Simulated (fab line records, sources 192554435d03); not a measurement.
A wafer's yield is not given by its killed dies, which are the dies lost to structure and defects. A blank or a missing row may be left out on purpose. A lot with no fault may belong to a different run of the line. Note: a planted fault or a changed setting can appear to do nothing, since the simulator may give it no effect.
fab line records	flow n5-finfet	part 1 of 2: steps 1 to 4 of 6
record: lots: 23	wafers: 69	last-day: 18
route steps=1938 shown HKMG_FIN@421
lots that met no fault: from a run of the same line without faults
start-h: hours from the record's opening day to when the first of the lot's shown wafers began	wait-h: hours elapsed since this lot's preceding step	" the same as in the row above	L1.1+2: one row covering several wafers at once	- either no value or no given start	* or withheld: withheld	< > ~ a bound
route shown NAME@n: NAME is a module with steps in the file, n the number in the route of the first one	usual: mean/standard deviation of fault-free wafers	same: alike in all rows	chamber/n: place in a boat	sites: each site's reading	_std_site: their standard deviation	_edge_site: the outer-site mean with the inner-site mean subtracted	radius-mm: for every site, how far away it sits from the centre of the wafer	mask NAME#n: copy n	behind: tool/chamber where the wafer was last shaped	hold: reason for holding the lot/hours on hold/outcome of the hold	device: the n, p or np transistor that did not switch	end of line: the tests these same wafers got at the end of their route	step lacking rows: just its recipe	killed: dies that structure and defects cost at the first sort, which is not the same as the wafer's yield	map: shows each die of a wafer: x if killed, . if not, _ if none is there
set.NAME: the run value of the setting; set.NAME@STEP: its run value at that earlier step	model.NAME: the simulator's own value behind a step, which no gauge read
the route's steps for a sample of lots (tables are steps, rows are wafers)
services: when a tool's chamber went out of use (start-h, in hours from the record's first day, below 0 if earlier), for how many hours, and the reason
== steps ==
step: N5_HKMG_FIN_PWFM_ALD_03
recipe: material: TiN	target-thk-a: 20	temp-c: 400	ald-precursor-family: TiCl4	ald-co-reactant: NH3	pulse-time-s: 1	purge-time-s: 3	co-reactant-purge-time-s: 2	co-reactant-pulse-time-s: 2	ald-cycles: 91	pressure-torr: 3
usual: chamber-pressure-Torr: 3.000/0.0063	heater-power-outer-w: 533/64	heater-power-w: 860/87	precursor-pulse-height-rel: 1.000/0.021
lot.wafer	tool	chamber	start-h	wait-h	chamber-pressure-Torr	heater-power-outer-w	heater-power-w	precursor-pulse-height-rel
L074.1	ald-metal-02	1	72.46	0.0	3.007	512	798	0.959
L074.3	"	2	"	"	3.001	567	894	0.988
L074.6	"	1	"	"	3.007	505	791	0.999
L075.1	ald-metal-01	2	82.77	0.0	2.997	428	754	0.997
L075.3	"	1	"	"	2.994	504	756	0.997
L075.4	"	3	"	"	3.004	452	763	0.993
L077.1	ald-metal-02	1	93.73	0.0	3.012	504	782	0.982
L077.3	"	2	"	"	2.993	570	900	0.978
L077.6	"	1	"	"	3.005	502	798	0.992
L076.1	ald-metal-02	3	94.50	0.0	2.997	665	1079	1.047
L076.3	"	2	"	"	2.998	576	894	0.993
L076.6	"	0	"	"	2.992	586	906	0.989
L078.2	ald-metal-02	3	100.13	0.0	2.999	677	1068	1.027
L078.4	"	0	"	"	2.998	594	880	1.015
L078.5	"	0	"	"	3.003	595	930	1.041
L079.1	ald-metal-01	3	107.11	0.0	2.997	449	794	1.018
L079.3	"	1	"	"	3.007	513	763	0.945
L079.4	"	2	"	"	2.991	410	762	1.038
L080.2	ald-metal-01	3	112.09	0.0	3.002	459	773	1.012
L080.4	"	1	"	"	2.999	498	766	0.992
L080.5	"	3	"	"	2.996	460	777	1.014
L081.1	ald-metal-01	3	114.85	0.0	2.990	446	787	0.996
L081.4	"	1	"	"	3.005	504	750	1.002
L081.5	"	0	"	"	2.997	562	866	0.990
L082.1	ald-metal-01	3	123.10	0.0	2.997	453	788	1.034
L082.3	"	2	"	"	2.996	431	764	1.006
L082.5	"	1	"	"	2.996	508	787	0.991
L083.1	ald-metal-02	0	128.20	0.0	3.003	571	928	1.027
L083.5	"	2	"	"	3.014	570	905	0.972
L083.6	"	3	"	"	2.998	650	1076	1.007
L084.2	ald-metal-01	2	135.07	0.0	2.994	440	733	0.999
L084.3	"	3	"	"	2.995	442	785	0.991
L084.5	"	1	"	"	2.996	510	761	1.016
L085.3	ald-metal-02	0	140.92	0.0	2.983	567	913	1.006
L085.5	"	1	"	"	3.002	499	791	1.011
L085.6	"	2	"	"	3.001	569	905	0.996
L086.1	ald-metal-01	3	153.16	0.0	2.986	453	785	1.012
L086.3	"	2	"	"	3.009	422	761	0.981
L086.4	"	1	"	"	2.997	509	776	1.014
L088.1	ald-metal-01	3	160.10	0.0	3.007	450	779	0.975
L088.4	"	2	"	"	2.995	429	754	0.979
L088.5	"	3	"	"	3.009	443	791	0.975
L089.1	ald-metal-04	2	162.89	0.0	3.009	595	890	1.017
L089.5	"	0	"	"	2.997	550	837	0.972
L089.6	"	1	"	"	2.994	528	938	0.976
L091.3	ald-metal-01	2	176.65	0.0	2.999	440	740	1.017
L091.4	"	1	"	"	3.014	509	786	0.992
L091.6	"	3	"	"	3.009	463	775	1.018
L090.1	ald-metal-04	2	177.02	0.0	2.992	574	886	0.996
L090.3	"	3	"	"	3.002	551	927	0.998
L090.5	"	1	"	"	2.990	526	950	1.013
L092.3	ald-metal-04	3	187.67	0.0	3.001	551	904	0.997
L092.4	"	0	"	"	3.010	552	822	0.992
L092.6	"	0	"	"	3.000	549	853	0.974
L093.3	ald-metal-02	0	197.18	0.0	2.993	572	905	0.992
L093.4	"	0	"	"	3.000	575	906	0.987
L093.6	"	2	"	"	3.003	568	916	1.031
L094.1	ald-metal-04	3	200.57	0.0	3.007	541	897	1.014
L094.5	"	3	"	"	3.000	543	919	0.988
L094.6	"	0	"	"	3.004	548	836	0.952
L095.2	ald-metal-02	3	204.88	0.0	2.992	663	1085	1.021
L095.4	"	0	"	"	3.001	590	939	1.006
L095.6	"	2	"	"	2.999	552	903	0.994
L096.1	ald-metal-01	3	213.21	0.1	2.995	447	778	1.027
L096.5	"	2	"	"	3.005	422	774	0.966
L096.6	"	1	"	"	2.996	506	785	0.966
L097.1	ald-metal-01	0	217.52	0.0	2.992	560	894	1.018
L097.2	"	3	"	"	3.003	456	813	1.042
L097.3	"	2	"	"	3.008	433	768	0.995
step: N5_HKMG_FIN_ETCH_35
recipe: chemistry: N2/H2	target: SOC	target-depth-a: 2158	ion-energy-ev: 65	bias-w: 5	source-w: 3000	time-s: 243.4	pressure-mtorr: 30	n2-flow-sccm: 200	h2-flow-sccm: 200
usual: drypump-motor-current-A: 5.8/0.52	oes-product-au: 0.77/0.087	rf-vpp-V: 141.8/1.2	showerhead-plenum-p-Torr: 2.59/0.11	throttle-valve-pct: 17.78/0.2
lot.wafer	tool	chamber	start-h	wait-h	drypump-motor-current-A	oes-product-au	rf-hours-counter-h	rf-vpp-V	showerhead-plenum-p-Torr	throttle-valve-pct
L074.1	rie-diel-01	0	73.56	0.0	6.3	0.79	86	142.6	2.67	17.55
L074.3	"	2	"	"	5.2	0.94	16	142.2	2.73	17.67
L074.6	"	2	"	"	5.2	0.94	-	142.2	2.73	17.68
L075.1	rie-diel-01	3	83.87	0.0	6.6	0.73	223	143.1	2.62	17.96
L075.3	"	1	"	"	5.8	0.69	218	140.3	2.39	17.47
L075.4	"	0	"	"	6.3	0.79	91	142.9	2.67	17.58
L077.1	rie-diel-01	2	95.10	0.0	5.2	0.91	24	142.2	2.73	17.71
L077.3	"	0	"	"	6.3	0.77	94	142.5	2.67	17.58
L077.6	"	0	"	"	6.3	0.78	-	143.0	2.67	17.56
L076.1	rie-diel-01	2	95.73	0.0	5.2	0.92	24	141.1	2.73	17.70
L076.3	"	1	"	"	5.8	0.70	221	140.1	2.39	17.48
L076.6	"	1	"	"	5.7	0.68	-	139.7	2.39	17.50
L078.2	rie-diel-03	0	101.35	0.0	5.2	0.94	7	141.6	2.60	17.53
L078.4	"	3	"	"	5.9	0.85	77	140.0	2.45	17.63
L078.5	"	2	"	"	5.0	0.86	-	142.4	2.60	18.17
L079.1	rie-diel-06	0	108.46	0.0	5.8	0.72	192	141.6	2.63	17.86
L079.3	"	3	"	"	5.4	0.68	242	140.8	2.39	17.96
L079.4	"	1	"	"	6.6	0.75	177	139.7	2.63	17.73
L080.2	rie-diel-06	2	113.19	0.0	6.3	0.71	219	141.3	2.52	18.06
L080.4	"	3	"	"	5.4	0.68	244	140.7	2.39	17.97
L080.5	"	0	"	"	5.7	0.71	-	142.1	2.63	17.86
L081.1	rie-diel-03	0	116.07	0.0	5.2	0.92	12	141.1	2.60	17.52
L081.4	"	2	"	"	5.0	0.85	53	141.7	2.60	18.18
L081.5	"	0	"	"	5.2	0.93	-	142.4	2.60	17.52
L082.1	rie-diel-06	0	124.21	0.0	5.7	0.71	198	142.5	2.63	17.86
L082.3	"	3	"	"	5.4	0.68	247	139.6	2.39	17.96
L082.5	"	2	"	"	6.3	0.70	-	141.1	2.52	18.05
L083.1	rie-diel-01	3	129.42	0.0	6.6	0.71	240	141.8	2.61	18.00
L083.5	"	3	"	"	6.6	0.71	-	141.3	2.61	17.99
L083.6	"	2	"	"	5.2	0.89	-	143.4	2.72	17.71
L084.2	rie-diel-06	1	136.29	0.0	6.6	0.74	187	142.3	2.63	17.74
L084.3	"	3	"	"	5.4	0.68	250	138.6	2.39	17.97
L084.5	"	2	"	"	6.3	0.70	-	140.4	2.52	18.08
L085.3	rie-diel-01	0	142.10	0.0	6.3	0.78	99	141.7	2.67	17.57
L085.5	"	2	"	"	5.2	0.88	-	141.4	2.72	17.72
L085.6	"	3	"	"	6.6	0.71	-	142.1	2.61	18.00
L086.1	rie-diel-06	0	154.28	0.0	5.7	0.70	209	141.0	2.62	17.87
L086.3	"	1	"	"	6.6	0.73	195	140.0	2.63	17.77
L086.4	"	0	"	"	5.7	0.70	-	141.5	2.62	17.86
L088.1	rie-diel-01	1	161.41	0.0	5.8	0.67	245	139.9	2.38	17.53
L088.4	"	0	"	"	6.3	0.77	106	143.5	2.66	17.60
L088.5	"	0	"	"	6.3	0.78	-	143.1	2.66	17.60
L089.1	rie-diel-03	2	164.05	0.0	5.0	0.83	68	141.8	2.59	18.21
L089.5	"	1	"	"	5.5	0.73	-	142.5	2.63	17.91
L089.6	"	0	"	"	5.2	0.90	-	141.8	2.59	17.55
L091.3	rie-diel-03	3	177.95	0.0	5.9	0.81	99	141.0	2.44	17.68
L091.4	"	0	"	"	5.2	0.89	28	140.9	2.59	17.53
L091.6	"	0	"	"	5.2	0.90	-	141.6	2.59	17.54
L090.1	rie-diel-06	0	178.81	0.0	5.7	0.70	219	144.5	2.62	17.89
L090.3	"	3	"	"	5.4	0.96	2	142.5	2.70	17.59
L090.5	"	0	"	"	5.7	0.70	-	142.4	2.62	17.91
L092.3	rie-diel-01	1	188.90	0.0	5.8	0.66	251	138.3	2.38	17.54
L092.4	"	1	"	"	5.8	0.67	-	140.7	2.38	17.56
L092.6	"	0	"	"	6.3	0.76	-	142.8	2.66	17.62
L093.3	rie-diel-01	0	198.28	0.0	6.3	0.75	120	142.6	2.66	17.64
L093.4	"	2	"	"	5.2	0.86	-	141.8	2.71	17.75
L093.6	"	1	"	"	5.8	0.66	-	139.5	2.38	17.56
L094.1	rie-diel-06	0	202.55	0.0	5.8	0.69	227	140.6	2.62	17.92
L094.5	"	1	"	"	6.6	0.72	-	142.6	2.62	17.80
L094.6	"	0	"	"	5.8	0.69	-	141.9	2.61	17.91
L095.2	rie-diel-01	0	206.12	0.0	6.3	0.76	125	142.0	2.66	17.62
L095.4	"	0	"	"	6.3	0.75	-	142.0	2.66	17.63
L095.6	"	2	"	"	5.2	0.85	-	141.2	2.71	17.78
L096.1	rie-diel-03	0	214.43	0.0	5.2	0.87	42	142.8	2.58	17.57
L096.5	"	2	"	"	5.0	0.81	-	140.6	2.58	18.22
L096.6	"	1	"	"	5.5	0.71	-	142.4	2.63	17.92
L097.1	rie-diel-06	1	219.18	0.0	6.6	0.71	221	142.6	2.61	17.81
L097.2	"	3	"	"	5.4	0.89	18	143.4	2.70	17.61
L097.3	"	2	"	"	6.3	1.02	0	142.4	2.51	17.62
step: N5_HKMG_FIN_STRIP_92
recipe: chemistry: N2/H2	material: SOC	time-s: 20	power-w: 500	temp-c: 40	pressure-mtorr: 50	rf-frequency-hz: 6e+07	bias-power-w: 8	h2-frac: 0.5	n2-flow-sccm: 300	h2-flow-sccm: 300
usual: drypump-motor-current-A: 5.8/0.52	oes-product-au: 0.77/0.089	rf-vpp-V: 54.2/0.88	showerhead-plenum-p-Torr: 3.41/0.13	throttle-valve-pct: 18.9/0.39
lot.wafer	tool	chamber	start-h	wait-h	drypump-motor-current-A	oes-product-au	rf-hours-counter-h	rf-vpp-V	showerhead-plenum-p-Torr	throttle-valve-pct
L074.1	rie-diel-01	0	73.71	0.1	6.3	0.79	86	53.6	3.52	18.5
L074.3	"	2	"	"	5.2	0.95	17	53.5	3.60	18.9
L074.6	"	2	"	"	5.2	0.94	-	53.8	3.60	18.9
L075.1	rie-diel-01	3	84.02	0.1	6.6	0.72	223	54.1	3.46	19.1
L075.3	"	1	"	"	5.8	0.69	218	53.8	3.17	18.4
L075.4	"	0	"	"	6.3	0.79	91	54.8	3.52	18.5
L077.1	rie-diel-01	2	95.25	0.1	5.2	0.91	24	55.3	3.59	18.9
L077.3	"	0	"	"	6.3	0.78	94	54.7	3.52	18.6
L077.6	"	0	"	"	6.3	0.78	-	53.1	3.52	18.5
L076.1	rie-diel-01	2	95.88	0.1	5.2	0.92	24	54.5	3.59	18.9
L076.3	"	1	"	"	5.8	0.69	221	53.1	3.16	18.4
L076.6	"	1	"	"	5.8	0.69	-	52.8	3.16	18.4
L078.2	rie-diel-03	0	101.50	0.1	5.2	0.95	7	53.6	3.43	18.5
L078.4	"	3	"	"	6.0	0.85	77	54.4	3.24	18.5
L078.5	"	2	"	"	5.0	0.86	-	55.1	3.43	19.8
L079.1	rie-diel-06	0	108.61	0.1	5.7	0.71	192	54.2	3.47	19.0
L079.3	"	3	"	"	5.4	0.69	242	52.8	3.16	19.1
L079.4	"	1	"	"	6.6	0.74	177	54.3	3.47	18.6
L080.2	rie-diel-06	2	113.34	0.1	6.3	0.71	219	55.6	3.34	19.5
L080.4	"	3	"	"	5.4	0.69	244	54.4	3.16	19.1
L080.5	"	0	"	"	5.8	0.71	-	54.3	3.47	19.1
L081.1	rie-diel-03	0	116.22	0.1	5.2	0.93	12	54.9	3.43	18.6
L081.4	"	2	"	"	5.0	0.86	53	54.0	3.43	19.8
L081.5	"	0	"	"	5.2	0.93	-	52.9	3.43	18.6
L082.1	rie-diel-06	0	124.36	0.1	5.7	0.70	198	55.6	3.47	19.0
L082.3	"	3	"	"	5.4	0.68	247	52.6	3.16	19.1
L082.5	"	2	"	"	6.3	0.70	-	55.8	3.33	19.5
L083.1	rie-diel-01	3	129.57	0.1	6.6	0.71	240	54.7	3.45	19.1
L083.5	"	3	"	"	6.6	0.71	-	53.5	3.45	19.1
L083.6	"	2	"	"	5.2	0.89	-	54.1	3.58	19.0
L084.2	rie-diel-06	1	136.44	0.1	6.6	0.74	187	54.4	3.47	18.6
L084.3	"	3	"	"	5.4	0.68	250	53.7	3.16	19.1
L084.5	"	2	"	"	6.3	0.71	-	53.7	3.33	19.5
L085.3	rie-diel-01	0	142.25	0.1	6.3	0.78	100	53.5	3.52	18.6
L085.5	"	2	"	"	5.2	0.87	-	54.0	3.58	19.0
L085.6	"	3	"	"	6.6	0.70	-	54.0	3.45	19.1
L086.1	rie-diel-06	0	154.43	0.1	5.7	0.70	209	54.3	3.46	19.1
L086.3	"	1	"	"	6.6	0.73	195	54.4	3.46	18.7
L086.4	"	0	"	"	5.8	0.70	-	53.3	3.46	19.1
L088.1	rie-diel-01	1	161.55	0.1	5.7	0.67	245	52.2	3.15	18.4
L088.4	"	0	"	"	6.3	0.78	107	56.3	3.51	18.6
L088.5	"	0	"	"	6.4	0.76	-	54.8	3.51	18.6
L089.1	rie-diel-03	2	164.20	0.1	5.0	0.85	68	55.3	3.42	19.8
L089.5	"	1	"	"	5.5	0.74	-	54.0	3.47	19.2
L089.6	"	0	"	"	5.2	0.90	-	54.4	3.42	18.6
L091.3	rie-diel-03	3	178.09	0.1	5.9	0.83	99	53.1	3.23	18.6
L091.4	"	0	"	"	5.2	0.89	28	53.8	3.42	18.6
L091.6	"	0	"	"	5.2	0.89	-	55.1	3.42	18.6
L090.1	rie-diel-06	0	178.96	0.1	5.8	0.69	219	54.4	3.46	19.1
L090.3	"	3	"	"	5.4	0.97	3	53.0	3.56	18.7
L090.5	"	0	"	"	5.7	0.70	-	54.8	3.46	19.1
L092.3	rie-diel-01	1	189.04	0.1	5.8	0.67	251	52.7	3.15	18.4
L092.4	"	1	"	"	5.8	0.67	-	53.8	3.15	18.4
L092.6	"	0	"	"	6.3	0.77	-	55.8	3.51	18.6
L093.3	rie-diel-01	0	198.43	0.1	6.3	0.77	120	54.8	3.50	18.6
L093.4	"	2	"	"	5.3	0.86	-	54.5	3.57	19.0
L093.6	"	1	"	"	5.8	0.66	-	53.0	3.15	18.4
L094.1	rie-diel-06	0	202.70	0.1	5.7	0.69	228	54.9	3.45	19.1
L094.5	"	1	"	"	6.6	0.71	-	53.5	3.45	18.7
L094.6	"	0	"	"	5.7	0.68	-	53.4	3.45	19.1
L095.2	rie-diel-01	0	206.27	0.1	6.3	0.76	125	54.8	3.50	18.6
L095.4	"	0	"	"	6.3	0.76	-	53.7	3.50	18.6
L095.6	"	2	"	"	5.2	0.86	-	55.8	3.57	19.0
L096.1	rie-diel-03	0	214.58	0.1	5.2	0.87	42	54.3	3.41	18.6
L096.5	"	2	"	"	5.0	0.83	-	53.3	3.41	19.9
L096.6	"	1	"	"	5.5	0.73	-	55.9	3.46	19.2
L097.1	rie-diel-06	1	219.33	0.1	6.6	0.71	221	55.0	3.45	18.7
L097.2	"	3	"	"	5.4	0.90	18	54.0	3.55	18.7
L097.3	"	2	"	"	6.3	1.04	0	55.1	3.32	19.1
step: N5_HKMG_FIN_ETCHBACK_68
recipe: chemistry: Cl2/Ar	stop-on: HfO2	target-depth-a: 5	pressure-mtorr: 10	icp-w: 600	bias-w: 60	Cl2_flow_sccm: 40	Ar_flow_sccm: 60
usual: drypump-motor-current-A: 5.9/0.39	oes-product-au: 0.77/0.087	throttle-valve-pct: 20.92/0.3
lot.wafer	tool	chamber	start-h	wait-h	drypump-motor-current-A	oes-product-au	rf-hours-counter-h	throttle-valve-pct
L074.1	rie-metal-03	1	76.13	0.0	5.9	0.81	30	20.78
L074.3	"	0	"	"	6.6	0.88	-	20.78
L074.6	"	0	"	"	6.6	0.88	-	20.78
L075.1	rie-metal-01	1	86.33	0.0	6.1	0.67	82	21.37
L075.3	"	0	"	"	5.6	0.90	-	20.58
L075.4	"	1	"	"	6.1	0.67	-	21.38
L077.1	rie-metal-03	1	97.55	0.0	5.8	0.80	31	20.77
L077.3	"	1	"	"	5.9	0.81	-	20.77
L077.6	"	0	"	"	6.6	0.87	-	20.80
L076.1	rie-metal-01	1	98.10	0.0	6.1	0.67	83	21.37
L076.3	"	1	"	"	6.1	0.67	-	21.40
L076.6	"	1	"	"	6.1	0.67	-	21.38
L078.2	rie-metal-01	1	103.66	0.0	6.1	0.66	84	21.39
L078.4	"	1	"	"	6.1	0.67	-	21.38
L078.5	"	0	"	"	5.7	0.89	-	20.58
L079.1	rie-metal-01	0	110.77	0.0	5.7	0.83	10	20.66
L079.3	"	0	"	"	5.7	0.88	-	20.56
L079.4	"	1	"	"	6.1	0.66	-	21.39
L080.2	rie-metal-02	1	115.49	0.0	5.3	0.69	73	20.79
L080.4	"	0	"	"	5.6	0.78	-	21.09
L080.5	"	0	"	"	5.6	0.78	-	21.09
L081.1	rie-metal-02	1	118.40	0.0	5.4	0.70	73	20.78
L081.4	"	1	"	"	5.4	0.70	-	20.78
L081.5	"	0	"	"	5.6	0.78	-	21.08
L082.1	rie-metal-03	1	126.56	0.0	5.9	0.79	34	20.78
L082.3	"	1	"	"	5.9	0.80	-	20.78
L082.5	"	0	"	"	6.7	0.86	-	20.79
L083.1	rie-metal-02	1	131.88	0.0	5.3	0.69	74	20.79
L083.5	"	1	"	"	5.3	0.69	-	20.79
L083.6	"	0	"	"	5.6	0.77	-	21.10
L084.2	rie-metal-03	1	138.71	0.0	5.9	0.80	34	20.79
L084.3	"	0	"	"	6.6	0.86	-	20.78
L084.5	"	1	"	"	5.9	0.79	-	20.79
L085.3	rie-metal-03	1	144.44	0.1	5.9	0.79	-	20.79
L085.5	"	0	"	"	6.6	0.86	-	20.80
L085.6	"	1	"	"	5.9	0.79	-	20.79
L086.1	rie-metal-03	1	156.80	0.0	5.9	0.78	35	20.79
L086.3	"	1	"	"	5.9	0.78	-	20.80
L086.4	"	0	"	"	6.6	0.85	-	20.80
L088.1	rie-metal-01	0	163.84	0.0	5.7	0.86	15	20.61
L088.4	"	0	"	"	5.7	0.86	-	20.59
L088.5	"	0	"	"	5.7	0.86	-	20.59
L089.1	rie-metal-03	1	166.37	0.0	5.9	0.79	35	20.80
L089.5	"	0	"	"	6.6	0.85	-	20.81
L089.6	"	1	"	"	5.9	0.76	-	20.83
L091.3	rie-metal-01	0	180.34	0.1	5.6	0.85	-	20.58
L091.4	"	1	"	"	6.1	0.65	-	21.41
L091.6	"	1	"	"	6.1	0.65	-	21.40
L090.1	rie-metal-02	1	181.13	0.0	5.3	0.68	79	20.80
L090.3	"	1	"	"	5.4	0.68	-	20.79
L090.5	"	0	"	"	5.6	0.76	-	21.12
L092.3	rie-metal-02	1	191.24	0.1	5.4	0.68	-	20.80
L092.4	"	0	"	"	5.6	0.76	-	21.12
L092.6	"	1	"	"	5.3	0.68	-	20.80
L093.3	rie-metal-01	1	200.69	0.1	6.1	0.65	-	21.41
L093.4	"	0	"	"	5.7	0.84	-	20.62
L093.6	"	1	"	"	6.1	0.65	-	21.39
L094.1	rie-metal-01	0	204.89	0.0	5.7	0.84	19	20.62
L094.5	"	1	"	"	6.1	0.64	-	21.40
L094.6	"	0	"	"	5.7	0.84	-	20.61
L095.2	rie-metal-01	0	208.43	0.0	5.7	0.84	19	20.61
L095.4	"	1	"	"	6.1	0.65	-	21.41
L095.6	"	1	"	"	6.1	0.56	-	21.54
L096.1	rie-metal-03	0	216.84	0.0	6.6	0.84	25	20.81
L096.5	"	1	"	"	5.9	0.80	-	20.80
L096.6	"	0	"	"	6.6	0.84	-	20.80
L097.1	rie-metal-01	0	221.68	0.0	5.7	0.84	20	20.62
L097.2	"	1	"	"	6.1	0.64	95	21.41
L097.3	"	0	"	"	5.7	0.83	-	20.60
